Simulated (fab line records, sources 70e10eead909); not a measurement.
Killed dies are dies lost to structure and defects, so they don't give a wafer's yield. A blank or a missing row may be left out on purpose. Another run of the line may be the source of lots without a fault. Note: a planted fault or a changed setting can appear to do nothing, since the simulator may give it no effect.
Struck lot and sound lot, side by side :: flow nandHarc :: 14 out of 1302 route steps
Sound: the wafers L487.2, L487.3, L487.6. Struck: wafer L491.1 (L491.3, L491.4, from the same lot, were not struck and are left out); the cause is given at the end.
For every step that has rows: the tool of each side, followed by ch and its chambers, followed by its first start. Under that, the readings that differ: sound wafers :: struck wafers :: difference of the means :: sigmas: that difference in standard deviations of wafers without a fault.
alike: a reading whose means differ by less than 2 such deviations, as well as words and numbers matching on both sides. not compared: withheld readings; readings where some wafer has no value; bounds like >300 that might hide an equal value; numbers whose values overlap and for which the record gives no deviation.
A row with sigmas, a row that says differs or no value, or rows on one side alone: a step with any of these is where the two part. When numbers do not overlap yet have no deviation, they are printed without sigmas and do not part them. Lack of a reading on every wafer of one side parts them only where that side has two or more wafers.

NHARC_P_GATE_RTA_82: time 30 s.
  sound on rtpAnneal-02 ch 0, day 6 10:52; struck on rtpAnneal-01 ch 0, day 8 07:51
reading: lampPowerPct (%)
sound: 3.5 3.5 3.5
struck: 4.3
difference: +0.8
sigmas: +2
  alike: lamp_zone_6_pct, wafer_temp_C_max
NHARC_P_GATE_INSPECT_68:
  sound on defectInspect-02, day 6 11:02; struck on defectInspect-02, day 8 08:02
  alike: rawDefectCount
NHARC_P_CONTACT_DEP_30: deposits SiNx, target thk 30 nm.
  sound on pecvd-03 ch 1,2, day 6 11:06; struck on pecvd-03 ch 1, day 8 08:07
  alike: heaterPowerW
NHARC_P_CONTACT_DEP_00: deposits SiO2, target thk 500 nm.
  sound on pecvd-03 ch 1,2; struck on pecvd-03 ch 1
  alike: heaterPowerW, throttleValvePct
NHARC_P_CONTACT_CMP_01: polishes SiO2, target thk 200 nm.
  sound on cmp-02 ch 0,2, day 6 11:49; struck on cmp-01 ch 3, day 8 08:51
  alike: motorCurrentA
then, 6 steps without rows for these wafers: NHARC_P_CONTACT_SRD_03; NHARC_P_CONTACT_DEHYDRATE_04 (time 120 s); NHARC_P_CONTACT_HMDS_05 (time 30 s); NHARC_P_CONTACT_COAT_33 (time 75 s); NHARC_P_CONTACT_COAT_34 (time 65 s); NHARC_P_CONTACT_COAT_06 (resist thk 90 nm).
NHARC_P_CONTACT_SOFTBAKE_07: time 55 s.
  sound on lithoTrack-01 ch 0, day 6 12:00; struck on lithoTrack-06 ch 0, day 8 09:00
reading: heaterPowerTotalW (W)
sound: 188.59 188.44 188.58
struck: 322.90
difference: +134.36
sigmas: +99 or more
  alike: exhaustPa
then, 1 step without rows for these wafers: NHARC_P_CONTACT_EBR_08.
-- break in the record here, with 18 days between the starts of the struck wafers on either side (left off in module P_CONTACT, picked up again in module END, where the first step shown is number 1302 on the route) --
NHARC_END_SORT_01:
  only the struck wafers appear in the record here, on prober-01 ch 0 at day 26 14:12; the sound ones have no rows

WHERE THEY PART
At NHARC_P_GATE_RTA_82 first; at NHARC_END_SORT_01 last (within this record only).

WHY: what had been put in by the simulator
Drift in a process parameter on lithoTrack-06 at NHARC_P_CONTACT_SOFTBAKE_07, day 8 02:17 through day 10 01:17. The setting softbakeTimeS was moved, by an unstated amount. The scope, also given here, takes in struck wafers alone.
